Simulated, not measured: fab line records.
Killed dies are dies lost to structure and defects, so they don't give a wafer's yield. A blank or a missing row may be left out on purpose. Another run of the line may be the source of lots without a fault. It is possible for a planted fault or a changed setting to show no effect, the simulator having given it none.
Lot-split experiment | flow n5_finfet | route with 1938 steps; 7 lots, 39 wafers read

== THE SPLIT ==
At N5_BEOL_M9_TRENCH_ETCH_37 (etches SiCOH lowk in C4F6/O2, target depth 151.43 nm, time 49 s), the setting target_depth_a was moved away from the recipe's 1514.3 angstrom on 9 of the 39 wafers read, by -27.4% to +55.7%. For the rest of the wafers, this setting stayed at what the recipe calls for.

== FROM THE SPLIT TO THE READING: what the file shows between them, 8 steps ==
- N5_BEOL_M9_ETCH_41: etches SiCN in CH3F/O2, target depth 36.6 nm, time 70.1 s
- N5_BEOL_M9_STRIP_80: strips in N2/H2, time 10 s
- N5_BEOL_M9_OCD_MEAS_38
- N5_BEOL_M9_HM_STRIP_39: strips TiN in peroxide tin strip, target depth 25 nm, time 158 s
- N5_BEOL_M9_SRD_40: time 30 s
- N5_BEOL_M9_ECD_50: material Cu, target thk 318 nm
- N5_BEOL_M9_ANNEAL_51: time 90 s
- N5_BEOL_M9_CMP_52: polishes, stops on SiCOH lowk, t overpolish 7 s, target thk 140 nm

== THE READING ==
M9_THK, in nm, at N5_BEOL_M9_THK_MEAS_53 (measures by xrf). Typical for fault-free wafers on this fab line: 138 nm, with standard deviation 3.6 nm.

wafer  | tool, chamber at the split | target_depth_a as run, angstrom | against the recipe | M9_THK, nm | against lot-mates on the recipe
L079.1 | rie_diel-02, 2             | 1514.3                          | recipe             | 136        | -
L079.2 | rie_diel-02, 1             | 1514.3                          | recipe             | 132        | -
L079.3 | rie_diel-02, 0             | 1514.3                          | recipe             | 134        | -
L079.4 | rie_diel-02, 3             | 1514.3                          | recipe             | 140        | -
L079.5 | rie_diel-02, 2             | 1514.3                          | recipe             | 135        | -
L079.6 | rie_diel-02, 1             | 1514.3                          | recipe             | 133        | -
L078.1 | rie_diel-02, 0             | 1099                            | -27.4%             | 94         | -42
L078.2 | rie_diel-02, 2             | 1514.3                          | recipe             | 136        | -
L078.3 | rie_diel-02, 1             | 1099                            | -27.4%             | 94         | -42
L078.4 | rie_diel-02, 3             | 1099                            | -27.4%             | 99         | -37
L078.5 | rie_diel-02, 0             | 1514.3                          | recipe             | 131        | -
L078.6 | rie_diel-02, 3             | 1514.3                          | recipe             | 140        | -
L086.1 | rie_diel-04, 1             | 1514.3                          | recipe             | 139        | -
L086.2 | rie_diel-04, 3             | 1514.3                          | recipe             | 139        | -
L086.3 | rie_diel-04, 0             | 1514.3                          | recipe             | 131        | -
L086.4 | rie_diel-04, 2             | 1514.3                          | recipe             | 142        | -
L086.5 | rie_diel-04, 1             | 1514.3                          | recipe             | 138        | -
L086.6 | rie_diel-04, 2             | 1514.3                          | recipe             | 141        | -
L087.1 | rie_diel-05, 1             | 1514.3                          | recipe             | 140        | -
L087.2 | rie_diel-05, 0             | 1514.3                          | recipe             | 138        | -
L087.3 | rie_diel-05, 3             | 1514.3                          | recipe             | 138        | -
L087.4 | rie_diel-05, 1             | 1514.3                          | recipe             | 140        | -
L087.5 | rie_diel-05, 0             | 1514.3                          | recipe             | 138        | -
L087.6 | rie_diel-05, 3             | 1514.3                          | recipe             | 137        | -
L090.1 | rie_diel-04, 2             | 1514.3                          | recipe             | 144        | -
L090.2 | rie_diel-04, 0             | 1514.3                          | recipe             | 134        | -
L090.4 | rie_diel-04, 1             | 1514.3                          | recipe             | 141        | -
L093.1 | rie_diel-04, 3             | 2358                            | +55.7%             | 222        | +85
L093.2 | rie_diel-04, 1             | 1514.3                          | recipe             | 134        | -
L093.3 | rie_diel-04, 0             | 2358                            | +55.7%             | 208        | +71
L093.4 | rie_diel-04, 2             | 1514.3                          | recipe             | 139        | -
L093.5 | rie_diel-04, 0             | 2358                            | +55.7%             | 209        | +72
L093.6 | rie_diel-04, 3             | 1514.3                          | recipe             | 139        | -
L094.1 | rie_diel-04, 3             | 1817                            | +20.0%             | 169        | +33
L094.2 | rie_diel-04, 0             | 1514.3                          | recipe             | 129        | -
L094.3 | rie_diel-04, 2             | 1817                            | +20.0%             | 168        | +32
L094.4 | rie_diel-04, 1             | 1817                            | +20.0%             | 164        | +28
L094.5 | rie_diel-04, 2             | 1514.3                          | recipe             | 139        | -
L094.6 | rie_diel-04, 3             | 1514.3                          | recipe             | 140        | -

THE FIT
A straight line over all 39 wafers: M9_THK changes by +1.4 nm for each +1% of target_depth_a; r = +0.99; the points scatter about the line by 4 nm.
The same after taking each lot's own level away (the mean of its wafers on the recipe; 39 wafers): +1.39 nm for each +1%; r = +0.99; scatter 3.7 nm.
The reading moves by 78 nm for the largest change in target_depth_a, on that fit.
The span of the lots' own levels, 135.0 to 139.7 nm, comes to 1.3 times the standard deviation stated above.
So the lot-to-lot level changes the slope little: the two slopes agree.
Check: for one of the wafers moved furthest among these (+55.7%), held out of the fit, the line's prediction against its lot-mates is +75.3 nm. Against them it came out at +84.7 nm.

== THE WHOLE CHAIN: every reading that the file lists as answering this split, in the file's order ==
step                      | what it does                                                       | reading                                                                          | change (the file's fit)                | r (the file's)
N5_BEOL_M9_TRENCH_ETCH_37 | etches SiCOH lowk in C4F6/O2, target depth 151.43 nm, time 49 s    | BEOL_M9.feature_depth_nm (the simulator's own value, which no gauge read)        | +1.42 nm for each +1% of the setting   | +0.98
N5_BEOL_M9_TRENCH_ETCH_37 | etches SiCOH lowk in C4F6/O2, target depth 151.43 nm, time 49 s    | etch.depth_nm (the simulator's own value, which no gauge read)                   | +1.42 nm for each +1% of the setting   | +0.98
N5_BEOL_M9_TRENCH_ETCH_37 | etches SiCOH lowk in C4F6/O2, target depth 151.43 nm, time 49 s    | TiN_of_BEOL_M9_HM_DEP_02.thk_nm (the simulator's own value, which no gauge read) | -0.0393 nm for each +1% of the setting | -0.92
N5_BEOL_M9_OCD_MEAS_38    |                                                                    | trench_depth_nm                                                                  | +1.42 nm for each +1% of the setting   | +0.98
N5_BEOL_M9_CMP_52         | polishes, stops on SiCOH lowk, t overpolish 7 s, target thk 140 nm | Cu_of_BEOL_M9_ECD_50.thk_nm (the simulator's own value, which no gauge read)     | +1.4 nm for each +1% of the setting    | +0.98
N5_BEOL_M9_THK_MEAS_53    | measures by xrf                                                    | M9_THK                                                                           | +1.39 for each +1% of the setting      | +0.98

== FILE'S OWN FIT ==
M9_THK changes by +1.39 nm for each +1% of target_depth_a, r = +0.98.
